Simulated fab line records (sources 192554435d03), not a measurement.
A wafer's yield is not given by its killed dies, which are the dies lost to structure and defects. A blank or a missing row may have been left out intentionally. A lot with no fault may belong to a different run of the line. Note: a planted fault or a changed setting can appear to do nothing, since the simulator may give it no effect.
A struck lot beside a sound one :: flow n5Finfet :: 16 steps out of a route of 1938
Sound: the wafers L268.4, L268.5, L268.6. Struck: wafer L259.2. (L259.1, L259.4 of the same lot were not struck and are left out.) The cause comes at the end.
For every step that has rows: the tool of each side, followed by ch and its chambers, followed by its first start. Under that, the readings that differ: sound wafers :: struck wafers :: difference of the means :: sigmas: that difference in standard deviations of wafers without a fault.
alike: words and numbers the same on both sides, and readings whose means are apart by under 2 such deviations; not compared: readings that were withheld, readings missing a value for some wafer, numbers with overlapping values and no deviation given by the record, and bounds like >300 which may hide the same value.
A row with sigmas, a row that says differs or no value, or rows on one side alone: a step with any of these is where the two part. Numbers that don't overlap but have no deviation are shown without sigmas and don't part them. A reading that every wafer of one side lacks parts them only if that side has two wafers or more.

first, 4 steps without rows for these wafers: N5_BEOL_M4_HM_STRIP_39 (strips TiN in peroxide tin strip, target depth 25 nm, time 158 s); N5_BEOL_M4_SRD_40 (time 30 s); N5_BEOL_M4_PRECLEAN_42 (cleans in residue remover, time 60 s); N5_BEOL_M4_SRD_43 (time 30 s).
N5_BEOL_M4_CD_MEAS_35: target cd 18 nm, target cd y 22.4 nm.
  sound on cdSem-01 at day 13 15:46; struck on cdSem-03 at day 10 14:02
  alike: cdNm
N5_BEOL_M4_DEGAS_44: time 60 s.
  sound on pvdSputter-02 at day 13 16:15; struck on pvdSputter-01 at day 10 14:34
  alike: heaterPowerW
then, 1 step without rows for these wafers: N5_BEOL_M4_PRE_CLEAN_45 (time 30 s).
N5_BEOL_M4_ALD_84: deposits TaN, pulse time 2 s, purge time 3 s, co reactant purge time 2 s.
  sound on aldMetal-03 ch 1,2,3, day 13 16:33; struck on aldMetal-04 ch 1, day 10 14:53
  alike: heaterPowerOuterW, heaterPowerW, precursorVesselCarrierSccm
N5_BEOL_M4_SURFACE_TREAT_85:
  sound on pvdSputter-01 at day 13 17:01; struck on pvdSputter-01 at day 10 15:10
  not compared: throttleValvePct
then, 1 step without rows for these wafers: N5_BEOL_M4_CVD_47 (deposits Co from CCTBA/H2, target thk 3 nm, time 223.8 s).
N5_BEOL_M4_SPUTTER_48: material Cu, target thk 4.5 nm, time 8.29 s.
  sound on pvdSputter-03 at day 13 18:17; struck on pvdSputter-01 at day 10 15:28
  alike: chamberPressurePa, chuckGasFlowSccm, throttleValvePct
N5_BEOL_M4_ANNEAL_49: time 240 s.
  sound on pvdSputter-03 at day 13 18:22; struck on pvdSputter-01 at day 10 15:32
  alike: heaterPowerW
N5_BEOL_M4_SPUTTER_79: material Cu, target thk 4.5 nm, time 8.29 s.
  sound on pvdSputter-03 at day 13 18:31; struck on pvdSputter-01 at day 10 15:41
reading: chamberPressurePa (Pa)
sound: 0.06982 0.06973 0.07012
struck: 0.07512
difference: +0.00523
sigmas: +37

reading: throttleValvePct (%)
sound: 32.1 32.0 29.9
struck: 28.5
difference: -2.8
sigmas: -3
  alike: chuckGasFlowSccm
then, 1 step without rows for these wafers: N5_BEOL_M4_ANNEAL_80 (time 240 s).
N5_BEOL_M4_RC_MEAS_101:
  sound on prober-02 ch 0, day 13 21:37; struck on prober-01 ch 0, day 10 18:35
reading: IOFF_P (nA/um)
sound: 0.23 0.22 0.26
struck: 0.16
difference: -0.08
sigmas: -2

reading: ION_N (uA/um)
sound: 683 688 690
struck: 651
difference: -36
sigmas: -3

reading: ION_P (uA/um)
sound: 465 466 465
struck: 443
difference: -22
sigmas: -3

reading: VT_N (mV)
sound: 247 247 247
struck: 254
difference: +7
sigmas: +2

reading: VT_P (mV)
sound: -251 -250 -248
struck: -258
difference: -8
sigmas: -2
  alike: DIBL_N, DIBL_P, IOFF_N, SS_N, SS_P
-- record jumps: 4 days separate the struck wafers' starts on either side; left off in module BEOL_M4, taken up again in module PASSIVATION, whose first shown step is the route's number 1936 --
N5_PASSIVATION_PROBE_49:
  sound on prober-01 at day 18 16:34; struck on prober-01 at day 15 01:47
reading: killed_at_M0_to_M3
sound: 25 17 31
struck: 50
difference: +26
sigmas: +2

reading: killed_at_M4_up
sound: 22 39 21
struck: 10
difference: -17
sigmas: -3
  alike: defectLimitedYield, killedAtContacts, killedAtFrontEnd, killedAtOther, killedDies, killedOpen, killedShort, sort_bin_4_leakage, sort_bin_5_function, sort_bin_6_memory, sortNPass, sortYieldPct

WHERE THEY PART
Last at N5_PASSIVATION_PROBE_49 as far as this record goes, first at N5_BEOL_M4_SPUTTER_79.

WHY: whatever the simulator had introduced
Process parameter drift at N5_BEOL_M4_SPUTTER_79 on pvdSputter-01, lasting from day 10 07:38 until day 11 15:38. A move of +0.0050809 in setting chamberPressurePa, from 0.07. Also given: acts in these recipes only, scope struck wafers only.
